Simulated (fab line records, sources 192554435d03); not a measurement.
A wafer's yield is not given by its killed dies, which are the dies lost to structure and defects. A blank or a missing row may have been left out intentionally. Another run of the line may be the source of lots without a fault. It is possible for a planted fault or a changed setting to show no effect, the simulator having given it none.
Which tool is to blame? || flow n5_finfet || 14 lots with 34 wafers sampled at 4 steps, on a route of 1938 steps

WHAT THE GAUGES READ, wafer by wafer
The record lacks any reading of a measuring or inspecting step that a usual standard deviation could be used to judge.

WHAT TOOL EACH LOT RAN ON (gives the tool, then ch and the chambers of the sampled wafers, and finally the start)
{"lot": "L239", "N5_BEOL_M10_PRE_CLEAN_45": "pvd_sputter-01, day 10 16:44", "N5_BEOL_M10_SURFACE_TREAT_76": "pvd_sputter-01, day 10 17:07", "N5_BEOL_M10_CMP_52": "cmp-03 ch 0,1, day 10 18:08", "N5_BEOL_M11_COAT_59": "litho_track-04 ch 0, day 10 19:45"}
{"lot": "L240", "N5_BEOL_M10_PRE_CLEAN_45": "pvd_sputter-01, day 10 16:52", "N5_BEOL_M10_SURFACE_TREAT_76": "pvd_sputter-01, day 10 17:20", "N5_BEOL_M10_CMP_52": "cmp-01 ch 1,2,3, day 10 18:25", "N5_BEOL_M11_COAT_59": "litho_track-05 ch 0, day 10 19:57"}
{"lot": "L242", "N5_BEOL_M10_PRE_CLEAN_45": "pvd_sputter-01, day 11 08:04", "N5_BEOL_M10_SURFACE_TREAT_76": "pvd_sputter-01, day 11 08:34", "N5_BEOL_M10_CMP_52": "cmp-03 ch 1, day 11 09:25", "N5_BEOL_M11_COAT_59": "litho_track-04 ch 0, day 11 13:38"}
{"lot": "L241", "N5_BEOL_M10_PRE_CLEAN_45": "pvd_sputter-03, day 11 08:22", "N5_BEOL_M10_SURFACE_TREAT_76": "pvd_sputter-01, day 11 08:51", "N5_BEOL_M10_CMP_52": "cmp-01 ch 1,2,3, day 11 10:18", "N5_BEOL_M11_COAT_59": "litho_track-04 ch 0, day 11 13:53"}
{"lot": "L247", "N5_BEOL_M10_PRE_CLEAN_45": "pvd_sputter-02, day 12 22:10", "N5_BEOL_M10_SURFACE_TREAT_76": "pvd_sputter-02, day 12 22:31", "N5_BEOL_M10_CMP_52": "cmp-01 ch 0,1,3, day 12 23:29", "N5_BEOL_M11_COAT_59": "litho_track-04 ch 0, day 13 01:10"}
{"lot": "L250", "N5_BEOL_M10_PRE_CLEAN_45": "pvd_sputter-01, day 13 13:47", "N5_BEOL_M10_SURFACE_TREAT_76": "pvd_sputter-01, day 13 14:26", "N5_BEOL_M10_CMP_52": "cmp-01 ch 1, day 13 16:08", "N5_BEOL_M11_COAT_59": "litho_track-03 ch 0, day 13 20:05"}
{"lot": "L251", "N5_BEOL_M10_PRE_CLEAN_45": "pvd_sputter-02, day 13 21:38", "N5_BEOL_M10_SURFACE_TREAT_76": "pvd_sputter-03, day 13 22:44", "N5_BEOL_M10_CMP_52": "cmp-04 ch 2,3, day 13 23:53", "N5_BEOL_M11_COAT_59": "litho_track-03 ch 0, day 14 02:16"}
{"lot": "L252", "N5_BEOL_M10_PRE_CLEAN_45": "pvd_sputter-01, day 14 00:26", "N5_BEOL_M10_SURFACE_TREAT_76": "pvd_sputter-01, day 14 00:47", "N5_BEOL_M10_CMP_52": "cmp-04 ch 2,3, day 14 02:05", "N5_BEOL_M11_COAT_59": "litho_track-03 ch 0, day 14 03:41"}
{"lot": "L254", "N5_BEOL_M10_PRE_CLEAN_45": "pvd_sputter-01, day 14 06:27", "N5_BEOL_M10_SURFACE_TREAT_76": "pvd_sputter-03, day 14 06:52", "N5_BEOL_M10_CMP_52": "cmp-03 ch 0,2,3, day 14 07:53", "N5_BEOL_M11_COAT_59": "litho_track-03 ch 0, day 14 09:48"}
{"lot": "L253", "N5_BEOL_M10_PRE_CLEAN_45": "pvd_sputter-03, day 14 16:43", "N5_BEOL_M10_SURFACE_TREAT_76": "pvd_sputter-03, day 14 17:10", "N5_BEOL_M10_CMP_52": "cmp-03 ch 1,2, day 14 18:14", "N5_BEOL_M11_COAT_59": "litho_track-05 ch 0, day 14 19:57"}
{"lot": "L257", "N5_BEOL_M10_PRE_CLEAN_45": "pvd_sputter-02, day 14 19:14", "N5_BEOL_M10_SURFACE_TREAT_76": "pvd_sputter-03, day 14 19:35", "N5_BEOL_M10_CMP_52": "cmp-03 ch 0,3, day 14 20:26", "N5_BEOL_M11_COAT_59": "litho_track-05 ch 0, day 14 22:31"}
{"lot": "L256", "N5_BEOL_M10_PRE_CLEAN_45": "pvd_sputter-01, day 15 00:36", "N5_BEOL_M10_SURFACE_TREAT_76": "pvd_sputter-03, day 15 01:03", "N5_BEOL_M10_CMP_52": "cmp-03 ch 0,3, day 15 01:59", "N5_BEOL_M11_COAT_59": "litho_track-03 ch 0, day 15 05:14"}
{"lot": "L258", "N5_BEOL_M10_PRE_CLEAN_45": "pvd_sputter-02, day 15 06:26", "N5_BEOL_M10_SURFACE_TREAT_76": "pvd_sputter-03, day 15 07:04", "N5_BEOL_M10_CMP_52": "cmp-01 ch 1,3, day 15 09:30", "N5_BEOL_M11_COAT_59": "litho_track-05 ch 0, day 15 11:16"}
{"lot": "L260", "N5_BEOL_M10_PRE_CLEAN_45": "pvd_sputter-03, day 15 22:15", "N5_BEOL_M10_SURFACE_TREAT_76": "pvd_sputter-03, day 15 22:40", "N5_BEOL_M10_CMP_52": "cmp-04 ch 1,3, day 15 23:53", "N5_BEOL_M11_COAT_59": "litho_track-05 ch 0, day 16 01:46"}
- N5_BEOL_M10_PRE_CLEAN_45: time 30 s.
- N5_BEOL_M10_SURFACE_TREAT_76
- N5_BEOL_M10_CMP_52: polishes, stops on SiCOH lowk, t overpolish 7 s, target thk 140 nm.
- N5_BEOL_M11_COAT_59: time 60 s, resist thk 100 nm.

AS READ BY THE TOOLS THEMSELVES (means over the sampled wafers that have a number; for cases with no such wafer, the mark the record gives instead)
N5_BEOL_M10_PRE_CLEAN_45. Usual: heater_power_w at 325 W, with a standard deviation of 31.
{"lot": "L239", "tool": "pvd_sputter-01", "heater_power_w (W)": 333, "flag": ""}
{"lot": "L240", "tool": "pvd_sputter-01", "heater_power_w (W)": 348, "flag": ""}
{"lot": "L242", "tool": "pvd_sputter-01", "heater_power_w (W)": 352, "flag": ""}
{"lot": "L241", "tool": "pvd_sputter-03", "heater_power_w (W)": 310, "flag": ""}
{"lot": "L247", "tool": "pvd_sputter-02", "heater_power_w (W)": 331, "flag": ""}
{"lot": "L250", "tool": "pvd_sputter-01", "heater_power_w (W)": 309, "flag": ""}
{"lot": "L251", "tool": "pvd_sputter-02", "heater_power_w (W)": 324, "flag": ""}
{"lot": "L252", "tool": "pvd_sputter-01", "heater_power_w (W)": 340, "flag": ""}
{"lot": "L254", "tool": "pvd_sputter-01", "heater_power_w (W)": 345, "flag": ""}
{"lot": "L253", "tool": "pvd_sputter-03", "heater_power_w (W)": 300, "flag": ""}
{"lot": "L257", "tool": "pvd_sputter-02", "heater_power_w (W)": 329, "flag": ""}
{"lot": "L256", "tool": "pvd_sputter-01", "heater_power_w (W)": 340, "flag": ""}
{"lot": "L258", "tool": "pvd_sputter-02", "heater_power_w (W)": 339, "flag": ""}
{"lot": "L260", "tool": "pvd_sputter-03", "heater_power_w (W)": 304, "flag": ""}

N5_BEOL_M10_CMP_52. Usual: barrier_field_endpoint_s 29.2 s, standard deviation 1.1; motor_current_A 6.2 A, standard deviation 0.63; overpolish_run_s 6.999 s, standard deviation 0.01; slurry_flow_ml_min 150.0, standard deviation 0.48; time_to_endpoint_s 68 s, standard deviation 5.3.
{"lot": "L239", "tool": "cmp-03", "barrier_field_endpoint_s (s)": 28.2, "motor_current_A (A)": 6.3, "overpolish_run_s (s)": 6.991, "slurry_flow_ml_min": 149.4, "time_to_endpoint_s (s)": 65, "flag": ""}
{"lot": "L240", "tool": "cmp-01", "barrier_field_endpoint_s (s)": 30.3, "motor_current_A (A)": 6.2, "overpolish_run_s (s)": 7.006, "slurry_flow_ml_min": 150.4, "time_to_endpoint_s (s)": 73, "flag": ""}
{"lot": "L242", "tool": "cmp-03", "barrier_field_endpoint_s (s)": 30.3, "motor_current_A (A)": 5.9, "overpolish_run_s (s)": 7.001, "slurry_flow_ml_min": 149.8, "time_to_endpoint_s (s)": 66, "flag": ""}
{"lot": "L241", "tool": "cmp-01", "barrier_field_endpoint_s (s)": 30.7, "motor_current_A (A)": 6.3, "overpolish_run_s (s)": 6.995, "slurry_flow_ml_min": 149.6, "time_to_endpoint_s (s)": 71, "flag": ""}
{"lot": "L247", "tool": "cmp-01", "barrier_field_endpoint_s (s)": 29.5, "motor_current_A (A)": 6.0, "overpolish_run_s (s)": 7.002, "slurry_flow_ml_min": 150.1, "time_to_endpoint_s (s)": 71, "flag": ""}
{"lot": "L250", "tool": "cmp-01", "barrier_field_endpoint_s (s)": 30.1, "motor_current_A (A)": 5.8, "overpolish_run_s (s)": 6.983, "slurry_flow_ml_min": 149.5, "time_to_endpoint_s (s)": 74, "flag": ""}
{"lot": "L251", "tool": "cmp-04", "barrier_field_endpoint_s (s)": 28.5, "motor_current_A (A)": 6.4, "overpolish_run_s (s)": 6.995, "slurry_flow_ml_min": 150.5, "time_to_endpoint_s (s)": 66, "flag": ""}
{"lot": "L252", "tool": "cmp-04", "barrier_field_endpoint_s (s)": 30.4, "motor_current_A (A)": 6.3, "overpolish_run_s (s)": 6.995, "slurry_flow_ml_min": 150.0, "time_to_endpoint_s (s)": 69, "flag": ""}
{"lot": "L254", "tool": "cmp-03", "barrier_field_endpoint_s (s)": 29.3, "motor_current_A (A)": 6.3, "overpolish_run_s (s)": 6.996, "slurry_flow_ml_min": 150.4, "time_to_endpoint_s (s)": 66, "flag": ""}
{"lot": "L253", "tool": "cmp-03", "barrier_field_endpoint_s (s)": 29.7, "motor_current_A (A)": 6.1, "overpolish_run_s (s)": 7.002, "slurry_flow_ml_min": 149.9, "time_to_endpoint_s (s)": 65, "flag": ""}
{"lot": "L257", "tool": "cmp-03", "barrier_field_endpoint_s (s)": 29.1, "motor_current_A (A)": 6.2, "overpolish_run_s (s)": 6.994, "slurry_flow_ml_min": 149.7, "time_to_endpoint_s (s)": 68, "flag": ""}
{"lot": "L256", "tool": "cmp-03", "barrier_field_endpoint_s (s)": 28.6, "motor_current_A (A)": 6.4, "overpolish_run_s (s)": 6.991, "slurry_flow_ml_min": 150.2, "time_to_endpoint_s (s)": 66, "flag": ""}
{"lot": "L258", "tool": "cmp-01", "barrier_field_endpoint_s (s)": 30.7, "motor_current_A (A)": 5.7, "overpolish_run_s (s)": 6.999, "slurry_flow_ml_min": 149.8, "time_to_endpoint_s (s)": 76, "flag": ""}
{"lot": "L260", "tool": "cmp-04", "barrier_field_endpoint_s (s)": 29.5, "motor_current_A (A)": 6.7, "overpolish_run_s (s)": 6.998, "slurry_flow_ml_min": 150.4, "time_to_endpoint_s (s)": 63, "flag": ""}

N5_BEOL_M11_COAT_59. Usual: spin_speed_rpm at 1500.1 rpm, with a standard deviation of 1.2.
{"lot": "L239", "tool": "litho_track-04", "spin_speed_rpm (rpm)": 1498.9, "flag": ""}
{"lot": "L240", "tool": "litho_track-05", "spin_speed_rpm (rpm)": 1500.4, "flag": ""}
{"lot": "L242", "tool": "litho_track-04", "spin_speed_rpm (rpm)": 1498.9, "flag": ""}
{"lot": "L241", "tool": "litho_track-04", "spin_speed_rpm (rpm)": 1639.5, "flag": "OFF"}
{"lot": "L247", "tool": "litho_track-04", "spin_speed_rpm (rpm)": 1639.3, "flag": "OFF"}
{"lot": "L250", "tool": "litho_track-03", "spin_speed_rpm (rpm)": 1501.7, "flag": ""}
{"lot": "L251", "tool": "litho_track-03", "spin_speed_rpm (rpm)": 1500.0, "flag": ""}
{"lot": "L252", "tool": "litho_track-03", "spin_speed_rpm (rpm)": 1498.7, "flag": ""}
{"lot": "L254", "tool": "litho_track-03", "spin_speed_rpm (rpm)": 1500.1, "flag": ""}
{"lot": "L253", "tool": "litho_track-05", "spin_speed_rpm (rpm)": 1499.7, "flag": ""}
{"lot": "L257", "tool": "litho_track-05", "spin_speed_rpm (rpm)": 1499.5, "flag": ""}
{"lot": "L256", "tool": "litho_track-03", "spin_speed_rpm (rpm)": 1500.6, "flag": ""}
{"lot": "L258", "tool": "litho_track-05", "spin_speed_rpm (rpm)": 1500.3, "flag": ""}
{"lot": "L260", "tool": "litho_track-05", "spin_speed_rpm (rpm)": 1500.8, "flag": ""}

THE ANSWER, worked out from the rows above alone
Rule: lot off if the mean of its wafers having a number is beyond 3 standard deviations from the usual mean. Also off: a lot with no number at a reading for which 4 or more lots have one. Where the step has rows for the other lots, those lots are counted as sound. After the gauges, taken in route order, come the tools' own readings; for these a lot's mean is taken, as printed above. At the first step where some lot is off, the reading lying furthest off is the one used; lots without a number count as furthest.
Off: L241, L247 (N5_BEOL_M11_COAT_59, spin_speed_rpm).
If a tool, at that step or one of the process steps before it, ran each lot that is off and ran no sound lot following the first of them, it fits. One fits: N5_BEOL_M11_COAT_59 on litho_track-04. Its last sound lot is L242 (day 11 13:38), its first lot that is off L241 (day 11 13:53): a fault that began between those two fits.
The tool's own readings at N5_BEOL_M11_COAT_59 bear it out: on the lots that are off they differ by more than 5 times the standard deviation of the sound lots' means. spin_speed_rpm reads 1639.4 rpm there against 1500.0 rpm on the sound lots.

WHAT WAS PUT IN BY THE SIMULATOR
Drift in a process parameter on litho_track-04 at N5_BEOL_M11_COAT_59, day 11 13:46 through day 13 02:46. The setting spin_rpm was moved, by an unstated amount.
Shown lots that were struck: L241, L247. The rule above found the same.
